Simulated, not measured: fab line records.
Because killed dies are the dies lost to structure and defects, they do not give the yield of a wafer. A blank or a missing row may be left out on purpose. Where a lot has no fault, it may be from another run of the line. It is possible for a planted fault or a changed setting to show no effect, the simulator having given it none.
Matching of chambers | flow n5 finfet | N5_BEOL_M4_PRE_CLEAN_60 on cvd co-02: 3 sister chambers
The step time 15 s. 3 wafers are shown with their chamber, then 11 later ones without.

== WAFERS PAIRED WITH THEIR CHAMBERS ==
wafer  | chamber | heater power w (W)
L087.5 | 1       | 99
L087.6 | 2       | 57
L091.3 | 0       | 89

== WAFERS WITH NO CHAMBER GIVEN ==
wafer  | heater power w (W)
L091.4 | 56
L091.5 | 101
L095.2 | 58
L095.5 | 99
L095.6 | 55
L096.1 | 98
L096.2 | 91
L096.3 | 57
L097.2 | 57
L097.4 | 57
L097.6 | 99

== WHICH CHAMBER EACH WENT THROUGH ==
wafer  | from the rows above | in truth
L091.4 | 2                   | 2
L091.5 | 1                   | 1
L095.2 | 2                   | 2
L095.5 | 1                   | 1
L095.6 | 2                   | 2
L096.1 | 1                   | 1
L096.2 | 0                   | 0
L096.3 | 2                   | 2
L097.2 | 2                   | 2
L097.4 | 2                   | 2
L097.6 | 1                   | 1
Correctly placed: 11 of 11. Not placeable from these rows: 0. 0 placed wrongly.
How it was worked out, from the rows above alone: a wafer's distance from a chamber is the root of the sum, over the readings, of the square of ((its reading less the chamber's mean) divided by the reading's scatter). If the next closest chamber is less than 2 further off than the closest, the wafer can't be placed; otherwise it belongs to the closest. Each chamber's mean is taken over the wafers shown for it. The scatter (one wafer shown for each chamber): square how far every hidden wafer sits from the nearest shown wafer, average those squares and take the square root.
